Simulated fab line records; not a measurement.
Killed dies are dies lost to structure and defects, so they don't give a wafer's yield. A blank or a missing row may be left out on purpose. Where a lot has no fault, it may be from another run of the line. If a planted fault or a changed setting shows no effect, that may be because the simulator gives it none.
A struck lot beside a sound one | flow nand-harc | 14 steps out of a route of 1302
Sound: wafers L102.1, L102.3, L102.5. Struck: wafers L111.2, L111.4, L111.5. Last of all comes the cause.
Each step with rows lists, per side, the tool, then ch with its chambers, then its first start. Under that, the readings that differ: sound wafers | struck wafers | difference of the means | sigmas: that difference in standard deviations of wafers without a fault.
alike: readings with means less than 2 such deviations apart, plus words and numbers identical on both sides. not compared: withheld readings, readings lacking a value on some wafer, bounds such as >300 that could conceal the same value, and numbers that have no deviation in the record and whose values overlap.
A row with sigmas, a row that says differs or no value, or rows on one side alone: a step with any of these is where the two part. Numbers that don't overlap but have no deviation are shown without sigmas and don't part them. Lack of a reading on every wafer of one side parts them only where that side has two or more wafers.

NHARC_A_ZERO_WELL_INSPECT_17:
  struck on defect-inspect-02, day 14 02:59; sound on defect-inspect-01, day 10 12:04
  alike: raw-defect-count
then, 3 steps without rows for these wafers: NHARC_A_SOURCE_PLATE_PRECLEAN_00 (cleans in HF-LAST, time 60 s); NHARC_A_SOURCE_PLATE_SRD_01; NHARC_A_SOURCE_PLATE_OXIDE_02 (material SiO2, target thk 10 nm, ox time 1362 s).
NHARC_A_SOURCE_PLATE_THK_MEAS_09: measures by ellipsometry.
  struck on film-metro-01, day 14 10:44; sound on film-metro-02, day 10 19:21
  alike: thk-nm
then, 3 steps without rows for these wafers: NHARC_A_SOURCE_PLATE_PVD_04 (deposits WSi2, target thk 50 nm); NHARC_A_SOURCE_PLATE_CVD_03 (deposits poly-Si, target thk 200 nm, time 4000 s); NHARC_A_SOURCE_PLATE_ANNEAL_05 (time 1800 s).
NHARC_A_SOURCE_PLATE_THK_MEAS_06: measures by ellipsometry.
  struck on film-metro-01, day 14 23:47; sound on film-metro-02, day 11 08:14
  alike: thk-nm
NHARC_A_SOURCE_PLATE_INSPECT_08:
  struck on defect-inspect-01, day 14 23:51; sound on defect-inspect-01, day 11 08:18
  alike: raw-defect-count
NHARC_A_ONON_D1_DEP_00: target thk 1000 nm.
  sound on pecvd-onon-02 ch 0, day 11 08:22; struck on pecvd-onon-02 ch 0, day 14 23:58
  reading              | sound          | struck         | difference | sigmas
  n2o-flow-sccm (sccm) | 1995 1996 1998 | 2011 2011 2011 | +15        | +2
NHARC_A_ONON_D1_THK_MEAS_02: measures by ellipsometry.
  struck on film-metro-02, day 15 00:26; sound on film-metro-01, day 11 08:52
  reading     | sound       | struck      | difference | sigmas
  thk-nm (nm) | 998 999 998 | 663 660 661 | -337       | -34
then, no rows for these wafers at 1 step: NHARC_A_ONON_D1_DEP_03 (target thk 1000 nm).
-- the record jumps here: 16 days lie between the struck wafers' starts before and after (it left off in module A_ONON_D1 and takes up again in module END, whose first step shown is number 1302 of the route) --
NHARC_END_SORT_01:
  at this point the record logs the struck wafers (prober-02 ch 0, day 31 07:20) and has no rows for the sound ones

WHERE THEY PART
At NHARC_A_ONON_D1_DEP_00 first; at NHARC_END_SORT_01 last (within this record only).

WHY: the cause the simulator had injected
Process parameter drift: pecvd-onon-02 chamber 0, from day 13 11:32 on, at NHARC_A_ONON_D1_DEP_00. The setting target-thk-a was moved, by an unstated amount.
